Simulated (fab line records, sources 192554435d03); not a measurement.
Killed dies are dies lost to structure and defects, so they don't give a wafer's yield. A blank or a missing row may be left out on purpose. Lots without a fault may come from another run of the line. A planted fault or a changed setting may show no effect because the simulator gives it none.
fab line records | flow n5_finfet
record lots=10 wafers=30 last_day=17
route steps=1938 shown BEOL_M7@1267 PASSIVATION@1936
lots that met no fault: from a run of the same line without faults
start_h: hours from the record's first day to the start of the lot's first wafer shown | wait_h: hours since the lot's step before | " the same as in the row above | L1.1+2: a row that stands for several wafers | - no value, or no start given | * or withheld: withheld | < > ~ a bound
route shown NAME@n: a module of which the file shows steps, and the number in the route of the first | usual: mean/standard deviation of fault-free wafers | same: alike in all rows | chamber/n: place in a boat | sites: the reading at each site | _std_site: their standard deviation | _edge_site: outer sites' mean less inner sites' | radius_mm: how far each site lies from the wafer's centre | mask NAME#n: copy n | behind: the tool/chamber that last shaped the wafer | hold: why the lot was held/for how many hours/how that ended | device: the transistor (n, p or np) that didn't switch | end of line: the same wafers' tests at the end of the route | a step without rows: its recipe alone | killed: dies lost to structure and defects at the first sort, not the wafer's yield | map: a wafer's dies, x killed, . not, _ none there
set.NAME: the setting as run; set.NAME@STEP: as run at that earlier step | model.NAME: the simulator's own value behind a step, which no gauge read
steps of the route over a sample of lots; a table a step, a row a wafer
services: from which hour (start_h, from the record's first day; less than 0 if before it) a tool's chamber was out of use, for how many hours, and why
## steps
# step N5_BEOL_M7_HM_DEP_02
# recipe material=TiN target_thk_a=200 temp_c=25 chamber_pressure_pa=0.49996
# usual substrate_temp_c=25.00/0.11 throttle_valve_pct=30.3/0.95
# columns lot.wafer tool chamber start_h wait_h substrate_temp_c throttle_valve_pct
L670.1 pvd_sputter-01 - 208.57 1.0 24.94 30.0
L670.4 " - " " 24.95 31.0
L670.5 " - " " 25.02 31.8
L671.3 pvd_sputter-01 - 209.41 1.4 25.17 28.9
L671.5 " - " " 24.90 31.1
L671.6 " - " " 24.89 31.7
L674.1 pvd_sputter-01 - 213.92 1.0 24.93 30.9
L674.4 " - " " 25.22 30.4
L674.6 " - " " 25.04 30.9
L675.3 pvd_sputter-02 - 228.00 2.8 25.00 29.6
L675.4 " - " " 25.06 29.6
L675.5 " - " " 25.17 29.5
L678.1 pvd_sputter-03 - 245.47 1.3 24.88 28.5
L678.4 " - " " 24.95 30.6
L678.5 " - " " 24.96 30.2
L685.2 pvd_sputter-01 - 288.24 1.7 25.02 30.4
L685.3 " - " " 25.14 31.8
L685.6 " - " " 24.98 29.0
L686.1 pvd_sputter-01 - 288.94 0.3 24.88 31.2
L686.2 " - " " 25.13 28.9
L686.3 " - " " 25.11 31.7
L689.1 pvd_sputter-02 - 320.79 0.2 24.90 30.2
L689.3 " - " " 24.95 31.2
L689.4 " - " " 25.13 29.5
L691.1 pvd_sputter-01 - 330.39 1.9 25.02 31.2
L691.3 " - " " 24.83 29.0
L691.6 " - " " 25.08 28.7
L692.3 pvd_sputter-01 - 339.63 1.2 25.12 31.7
L692.4 " - " " 25.00 30.0
L692.6 " - " " 25.06 28.8
# step N5_BEOL_M7_INSPECT_13
# recipe mode=adi inspect_instrument=brightfield
# usual raw_defect_count=439/110
# columns lot.wafer tool chamber start_h wait_h raw_defect_count
L670.1 defect_inspect-02 - 209.12 0.0 445
L670.4 " - " " 551
L670.5 " - " " 419
L671.3 defect_inspect-01 - 209.98 0.0 384
L671.5 " - " " 354
L671.6 " - " " 301
L674.1 defect_inspect-02 - 214.47 0.0 430
L674.4 " - " " 502
L674.6 " - " " 431
L675.3 defect_inspect-02 - 228.56 0.0 232
L675.4 " - " " 410
L675.5 " - " " 272
L678.1 defect_inspect-01 - 246.02 0.0 441
L678.4 " - " " 311
L678.5 " - " " 630
L685.2 defect_inspect-01 - 289.50 0.0 435
L685.3 " - " " 468
L685.6 " - " " 471
L686.1 defect_inspect-02 - 289.54 0.0 397
L686.2 " - " " 412
L686.3 " - " " 317
L689.1 defect_inspect-01 - 321.34 0.0 471
L689.3 " - " " 375
L689.4 " - " " 469
L691.1 defect_inspect-01 - 330.82 0.0 527
L691.3 " - " " 715
L691.6 " - " " 477
L692.3 defect_inspect-02 - 340.06 0.0 601
L692.4 " - " " 558
L692.6 " - " " 514
# step N5_BEOL_M7_EXPOSE_25
# recipe mask_id=V6 na=0.33 source_shape=annular sigma_inner=0.4 sigma_outer=0.8 polarization=unpolarized target_cd_nm=40 dose_mj=42.5
# usual exposure_dose_mJ_cm2=42.40/0.075
# same sigma_inner=0.4
# columns lot.wafer tool chamber start_h wait_h mask exposure_dose_mJ_cm2
L670.1 euv_scanner-01 0 209.91 - V6#0 42.43
L670.4 " 0 " " V6#0 42.48
L670.5 " 0 " " V6#0 42.47
L671.3 euv_scanner-02 0 210.91 - V6#0 42.33
L671.5 " 0 " " V6#0 42.30
L671.6 " 0 " " V6#0 42.28
L674.1 euv_scanner-01 0 216.69 - V6#0 42.39
L674.4 " 0 " " V6#0 42.35
L674.6 " 0 " " V6#0 42.35
L675.3 euv_scanner-01 0 229.45 - V6#0 42.51
L675.4 " 0 " " V6#0 42.48
L675.5 " 0 " " V6#0 42.51
L678.1 euv_scanner-02 0 248.49 - V6#0 42.29
L678.4 " 0 " " V6#0 42.38
L678.5 " 0 " " V6#0 42.29
L685.2 euv_scanner-01 0 291.41 - V6#0 48.05
L685.3 " 0 " " V6#0 48.09
L685.6 " 0 " " V6#0 48.07
L686.1 euv_scanner-01 0 291.81 - V6#0 46.97
L686.2 " 0 " " V6#0 46.93
L686.3 " 0 " " V6#0 46.95
L689.1 euv_scanner-02 0 325.46 - V6#0 42.37
L689.3 " 0 " " V6#0 42.38
L689.4 " 0 " " V6#0 42.37
L691.1 euv_scanner-02 0 331.80 - V6#0 42.29
L691.3 " 0 " " V6#0 42.32
L691.6 " 0 " " V6#0 42.30
L692.3 euv_scanner-02 0 341.49 - V6#0 42.34
L692.4 " 0 " " V6#0 42.31
L692.6 " 0 " " V6#0 42.29
# step N5_BEOL_M7_CD_MEAS_28
# recipe target_cd_nm=40 landing_energy_ev=500 detector=se_inlens
# usual cd_nm=39.97/0.21
# columns lot.wafer tool chamber start_h wait_h cd_nm
L670.1 cd_sem-03 0 210.04 - 40.11
L670.4 " 0 " " 39.61
L670.5 " 0 " " 40.37
L671.3 cd_sem-03 0 211.03 - 39.70
L671.5 " 0 " " 40.14
L671.6 " 0 " " 39.76
L674.1 cd_sem-03 0 216.82 - 40.14
L674.4 " 0 " " 40.16
L674.6 " 0 " " 39.70
L675.3 cd_sem-01 0 229.57 - 40.08
L675.4 " 0 " " 40.19
L675.5 " 0 " " 40.01
L678.1 cd_sem-03 0 248.63 - 39.98
L678.4 " 0 " " 39.90
L678.5 " 0 " " 39.74
L685.2 cd_sem-01 0 291.54 - 42.29
L685.3 " 0 " " 42.64
L685.6 " 0 " " 42.41
L686.1 cd_sem-02 0 291.94 - 42.30
L686.2 " 0 " " 42.03
L686.3 " 0 " " 41.83
L689.1 cd_sem-02 0 325.59 - 39.67
L689.3 " 0 " " 39.89
L689.4 " 0 " " 39.66
L691.1 cd_sem-03 0 331.93 - 40.09
L691.3 " 0 " " 40.27
L691.6 " 0 " " 40.23
L692.3 cd_sem-01 0 341.61 - 39.80
L692.4 " 0 " " 39.61
L692.6 " 0 " " 39.94
# step N5_BEOL_M7_ETCH_72
# recipe chemistry=N2/H2 target=underlayer target_depth_a=65 mask_material=CAR-EUV time_s=5.2 ion_energy_ev=200 pressure_mtorr=30 source_w=840 bias_w=150 n2_flow_sccm=200 h2_flow_sccm=200 ends=cleared
# usual drypump_motor_current_A=5.7/0.52 etch_rf_on_time_s=5.17/0.088 n2_flow_sccm=200.0/0.61 oes_product_au=0.69/0.06 rf_vpp_V=524.7/2.6 showerhead_plenum_p_Torr=2.57/0.081 throttle_valve_pct=17.74/0.19
# columns lot.wafer tool chamber start_h wait_h drypump_motor_current_A etch_rf_on_time_s n2_flow_sccm oes_product_au rf_hours_counter_h rf_vpp_V showerhead_plenum_p_Torr throttle_valve_pct
L670.1 rie_diel-03 3 210.61 0.0 5.8 4.99 199.2 0.77 34 525.1 2.59 17.72
L670.4 " 1 " " 6.6 5.19 200.4 0.61 209 525.0 2.62 17.92
L670.5 " 2 " " 6.4 5.16 200.3 0.73 - 529.0 2.71 17.75
L671.3 rie_diel-02 0 211.18 0.0 6.1 5.23 200.3 0.65 151 526.1 2.66 17.65
L671.5 " 0 " " 6.1 5.23 199.5 0.65 - 527.9 2.66 17.65
L671.6 " 3 " " 4.9 5.31 199.5 0.58 - 525.2 2.60 17.97
L674.1 rie_diel-03 0 216.98 0.0 5.7 5.26 200.6 0.77 29 522.5 2.49 17.29
L674.4 " 1 " " 6.6 5.19 199.6 0.62 - 526.4 2.62 17.89
L674.6 " 2 " " 6.4 5.16 199.1 0.73 - 527.2 2.71 17.74
L675.3 rie_diel-02 3 229.72 0.0 4.9 5.27 199.6 0.57 249 526.2 2.60 17.97
L675.4 " 2 " " 5.1 5.19 200.4 0.67 - 520.4 2.46 17.85
L675.5 " 3 " " 4.9 5.31 199.7 0.58 - 525.5 2.60 17.96
L678.1 rie_diel-02 2 249.38 0.0 5.1 5.13 200.2 0.68 105 519.8 2.46 17.87
L678.4 " 1 " " 5.8 5.17 199.9 0.83 4 523.5 2.50 17.82
L678.5 " 0 " " 6.1 5.14 200.3 0.65 - 524.8 2.65 17.67
L685.2 rie_diel-03 2 291.77 0.0 6.4 5.22 199.6 0.70 71 529.8 2.70 17.78
L685.3 " 3 " " 5.7 5.01 200.6 0.75 61 523.3 2.58 17.74
L685.6 " 1 " " 6.6 5.28 200.1 0.59 - 524.9 2.61 17.96
L686.1 rie_diel-02 3 292.31 0.0 4.9 5.19 200.5 0.81 2 525.0 2.60 17.55
L686.2 " 1 " " 5.8 5.19 201.0 0.78 20 523.9 2.49 17.82
L686.3 " 0 " " 6.1 5.16 200.5 0.63 180 525.9 2.65 17.70
L689.1 rie_diel-03 3 325.75 0.0 5.7 5.00 200.5 0.73 70 526.0 2.57 17.76
L689.3 " 1 " " 6.6 5.23 200.7 0.59 246 529.5 2.61 17.96
L689.4 " 0 " " 5.6 5.31 199.3 0.74 58 523.5 2.48 17.37
L691.1 rie_diel-01 3 332.11 0.0 5.5 5.25 199.3 0.70 81 523.9 2.57 17.74
L691.3 " 0 " " 5.8 5.19 200.0 0.68 88 526.8 2.67 17.87
L691.6 " 2 " " 4.9 5.05 200.6 0.68 - 521.8 2.45 17.56
L692.3 rie_diel-03 3 342.04 0.0 5.7 5.03 198.5 0.72 76 526.7 2.57 17.78
L692.4 " 0 " " 5.7 5.25 198.8 0.74 - 519.5 2.48 17.37
L692.6 " 3 " " 5.8 5.03 199.4 0.71 - 523.4 2.57 17.80
# step N5_PASSIVATION_PROBE_49
# usual defect_limited_yield=91.3/1.4 killed_at_M0_to_M3=34/10 killed_at_M4_up=13/4.8 killed_at_contacts=12/6.1 killed_at_front_end=40/11 killed_at_other=3.7/2.8 killed_dies=103/16 killed_open=67/12 killed_short=34/7.4 sort_bin_5_function=5.1/0.95 sort_bin_6_memory=3.2/0.62 sort_n_pass=1077/16 sort_yield_pct=91.3/1.4
# same gross_dies=1180 killed_at_back_side=0 sort_bin_4_leakage[%]=0 sort_bin_8_speed[%]=0
# columns lot.wafer tool chamber start_h wait_h defect_limited_yield[%] killed_at_M0_to_M3 killed_at_M4_up killed_at_contacts killed_at_front_end killed_at_other killed_dies killed_open killed_short sort_bin_5_function[%] sort_bin_6_memory[%] sort_n_pass sort_yield_pct[%]
L674.1 prober-01 - 286.80 0.0 91.3 38 18 4 43 0 103 75 28 5.0 3.3 1077 91.3
L674.4 prober-01 - 286.95 0.2 90.3 51 15 7 39 3 115 73 41 5.8 3.5 1065 90.3
L674.6 prober-01 - 287.05 0.3 91.2 47 4 3 47 3 104 59 41 5.1 3.2 1076 91.2
L678.1 prober-01 - 323.44 0.0 90.8 24 13 10 57 4 108 66 42 5.1 3.8 1072 90.8
L678.4 prober-01 - 323.59 0.2 91.6 29 9 2 53 6 99 73 25 5.0 3.1 1081 91.6
L678.5 prober-01 - 323.64 0.2 89.6 51 21 11 38 2 123 84 37 7.0 2.6 1057 89.6
L686.1 prober-01 - 371.76 0.0 91.0 31 10 16 48 1 106 71 35 5.4 3.1 1074 91.0
L686.2 prober-01 - 371.81 0.1 90.9 37 13 13 40 4 107 73 34 4.9 4.1 1073 90.9
L686.3 prober-01 - 371.86 0.1 91.8 20 13 13 48 3 97 60 31 4.3 3.3 1083 91.8
L689.1 prober-01 - 401.44 0.5 91.7 36 7 11 38 6 98 53 43 4.9 3.1 1082 91.7
L689.3 prober-01 - 401.54 0.6 91.9 46 11 1 35 3 96 55 37 4.7 3.3 1084 91.9
L689.4 prober-01 - 401.59 0.7 91.9 48 13 6 27 1 95 62 31 4.2 3.6 1085 91.9
L691.1 prober-02 - 410.92 0.0 88.4 32 18 15 65 7 137 87 49 7.2 3.7 1043 88.4
L691.3 prober-02 - 411.02 0.1 92.5 23 7 12 42 5 89 61 27 4.4 2.8 1091 92.5
L691.6 prober-02 - 411.17 0.3 90.3 42 9 7 51 6 115 72 42 5.3 4.0 1065 90.3
# killed by level:class
L674.1 BEOL_M1:geometric_particle:open=14 BEOL_M2:geometric_particle:open=10 STI_FIN_REVEAL:geometric_particle:open=9 FIN_SAQP:geometric_particle:short=8 BEOL_M4:geometric_particle:open=8 FIN_SAQP:geometric_particle:open=5 DUMMY_GATE:geometric_particle:open=5 ILD0:geometric_particle:short=3
L674.4 BEOL_M2:geometric_particle:open=14 FIN_SAQP:geometric_particle:short=10 BEOL_M1:geometric_particle:open=10 BEOL_M0_SAQP:geometric_particle:short=10 STI_FIN_REVEAL:geometric_particle:open=8 BEOL_M0_SAQP:geometric_particle:open=8 BEOL_M4:geometric_particle:open=8 FIN_SAQP:geometric_particle:open=7
L674.6 BEOL_M1:geometric_particle:open=15 STI_FIN_REVEAL:geometric_particle:open=10 FIN_SAQP:geometric_particle:short=8 BEOL_M0_SAQP:geometric_particle:short=8 BEOL_M2:geometric_particle:open=8 BEOL_M0_SAQP:geometric_particle:open=7 STARTING-WAFER:geometric_particle:short=5 GATE_CUT:geometric_particle:short=4
L678.1 FIN_SAQP:geometric_particle:open=19 FIN_SAQP:geometric_particle:short=14 MOL_CONTACT_COAG:geometric_particle:open=8 BEOL_M0_SAQP:geometric_particle:short=8 BEOL_M3:geometric_particle:open=7 DUMMY_GATE:geometric_particle:open=5 BEOL_M4:geometric_particle:short=5 STI_FIN_REVEAL:geometric_particle:open=3
L678.4 FIN_SAQP:geometric_particle:open=18 BEOL_M2:geometric_particle:open=11 DUMMY_GATE:geometric_particle:open=8 STI_FIN_REVEAL:geometric_particle:open=6 BEOL_M3:geometric_particle:open=6 BEOL_M2:geometric_particle:short=5 STI_FIN_REVEAL:geometric_particle:short=5 FIN_SAQP:geometric_particle:short=4
L678.5 BEOL_M0_SAQP:geometric_particle:short=16 BEOL_M0_SAQP:geometric_particle:open=13 DUMMY_GATE:geometric_particle:open=8 MOL_CONTACT_COAG:geometric_particle:open=8 FIN_SAQP:geometric_particle:open=7 BEOL_M3:geometric_particle:open=7 BEOL_M1:geometric_particle:open=7 BEOL_M5:geometric_particle:open=7
L686.1 MOL_CONTACT_COAG:geometric_particle:open=12 STI_FIN_REVEAL:geometric_particle:open=9 DUMMY_GATE:geometric_particle:open=9 GATE_CUT:geometric_particle:short=9 BEOL_M3:geometric_particle:open=7 BEOL_M2:geometric_particle:open=7 MOL_CONTACT_COAG:geometric_particle:short=4 BEOL_M0_SAQP:geometric_particle:open=4
L686.2 MOL_CONTACT_COAG:geometric_particle:open=12 BEOL_M0_SAQP:geometric_particle:short=10 STI_FIN_REVEAL:geometric_particle:open=9 BEOL_M2:geometric_particle:open=8 FIN_SAQP:geometric_particle:open=7 BEOL_M1:geometric_particle:open=7 GATE_CUT:geometric_particle:short=6 GATE_CUT:geometric_particle:open=5
L686.3 MOL_CONTACT_COAG:geometric_particle:open=12 STI_FIN_REVEAL:geometric_particle:open=11 GATE_CUT:geometric_particle:short=6 DUMMY_GATE:geometric_particle:open=5 GATE_CUT:geometric_particle:open=5 BEOL_M0_SAQP:geometric_particle:short=5 FIN_CUT:geometric_particle:short=4 DUMMY_GATE:geometric_particle:short=4
L689.1 BEOL_M2:geometric_particle:open=12 FIN_SAQP:geometric_particle:short=9 GATE_CUT:geometric_particle:short=8 BEOL_M3:geometric_particle:open=8 MOL_CONTACT_COAG:geometric_particle:open=6 MOL_CONTACT_COAG:geometric_particle:short=5 BEOL_M0_SAQP:geometric_particle:short=5 STI_FIN_REVEAL:geometric_particle:open=4
L689.3 STI_FIN_REVEAL:geometric_particle:open=8 BEOL_M0_SAQP:geometric_particle:short=8 BEOL_M1:geometric_particle:open=8 BEOL_M3:geometric_particle:open=8 FIN_SAQP:geometric_particle:short=7 BEOL_M1:geometric_particle:short=6 BEOL_M0_SAQP:geometric_particle:open=5 BEOL_M2:geometric_particle:open=5
L689.4 BEOL_M0_SAQP:geometric_particle:open=11 BEOL_M0_SAQP:geometric_particle:short=11 FIN_SAQP:geometric_particle:open=8 BEOL_M1:geometric_particle:open=8 FIN_SAQP:geometric_particle:short=5 STI_FIN_REVEAL:geometric_particle:open=5 MOL_CONTACT_COAG:geometric_particle:open=5 BEOL_M1:geometric_particle:short=5
L691.1 FIN_SAQP:geometric_particle:short=18 STI_FIN_REVEAL:geometric_particle:open=15 FIN_SAQP:geometric_particle:open=13 MOL_CONTACT_COAG:geometric_particle:open=10 BEOL_M1:geometric_particle:open=10 BEOL_M4:geometric_particle:open=10 BEOL_M0_SAQP:geometric_particle:short=8 GATE_CUT:geometric_particle:short=6
L691.3 STI_FIN_REVEAL:geometric_particle:open=12 MOL_CONTACT_COAG:geometric_particle:open=9 BEOL_M3:geometric_particle:open=6 FIN_SAQP:geometric_particle:short=5 BEOL_M0_SAQP:geometric_particle:short=5 BEOL_M1:geometric_particle:open=5 STI_FIN_REVEAL:geometric_particle:short=4 SPACER0:geometric_particle:open=4
L691.6 BEOL_M0_SAQP:geometric_particle:open=15 BEOL_M0_SAQP:geometric_particle:short=14 FIN_SAQP:geometric_particle:open=13 FIN_SAQP:geometric_particle:short=8 STI_FIN_REVEAL:geometric_particle:open=8 BEOL_M2:geometric_particle:open=8 GATE_CUT:geometric_particle:short=7 MOL_CONTACT_COAG:geometric_particle:open=6
## services
# columns tool chamber start_h hours kind
euv_scanner-01 - 188.78 17.3 pm
euv_scanner-02 - 198.40 0.4 repair
euv_scanner-02 - 206.08 1.0 pm
rie_diel-03 3 214.67 3.1 repair
rie_diel-01 0 216.59 1.2 repair
rie_diel-02 - 219.04 0.7 repair
euv_scanner-01 - 221.63 1.0 pm
rie_diel-03 2 224.91 9.3 repair
euv_scanner-02 - 227.56 5.2 repair
euv_scanner-01 - 236.80 4.6 pm
rie_diel-03 0 240.51 12.8 repair
euv_scanner-01 - 248.79 1.0 repair
euv_scanner-02 - 253.67 1.0 pm
rie_diel-02 3 256.42 2.8 repair
rie_diel-02 2 267.02 6.3 repair
euv_scanner-01 - 277.78 1.0 pm
pvd_sputter-01 - 300.26 1.2 repair
rie_diel-01 0 301.30 18.0 repair
rie_diel-01 2 304.72 3.9 repair
euv_scanner-02 - 309.82 1.0 pm
rie_diel-02 - 315.20 0.5 repair
pvd_sputter-01 - 330.77 4.0 repair
euv_scanner-01 - 333.93 1.0 pm
rie_diel-02 2 334.70 5.6 repair
## key
first_sign step=N5_BEOL_M7_EXPOSE_25 reading=exposure_dose_mJ_cm2 direction=up sigmas=68 usual=42.40 struck=47.51
effect step=N5_BEOL_M7_CD_MEAS_28 reading=cd_nm direction=up sigmas=11 usual=39.97 struck=42.25 through=control_loop
met_at N5_BEOL_M7_EXPOSE_25
struck_lots L685,L686
loop_trim step=N5_BEOL_M7_EXPOSE_25 setting=dose lots=L686
not_acting_at N5_BEOL_M7_HM_DEP_02,N5_BEOL_M7_INSPECT_13,N5_BEOL_M7_ETCH_72
onset_between 229.45 291.41
fault kind=process_parameter_drift tool=euv_scanner-01 chamber=- onset_h=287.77 steps=N5_BEOL_M7_EXPOSE_25 channel=dose_mj offset=5.619 shape=step acts_in=these_recipes_only stated=42.5
# loop_trim: a control loop set the setting to another value than it would have without faults
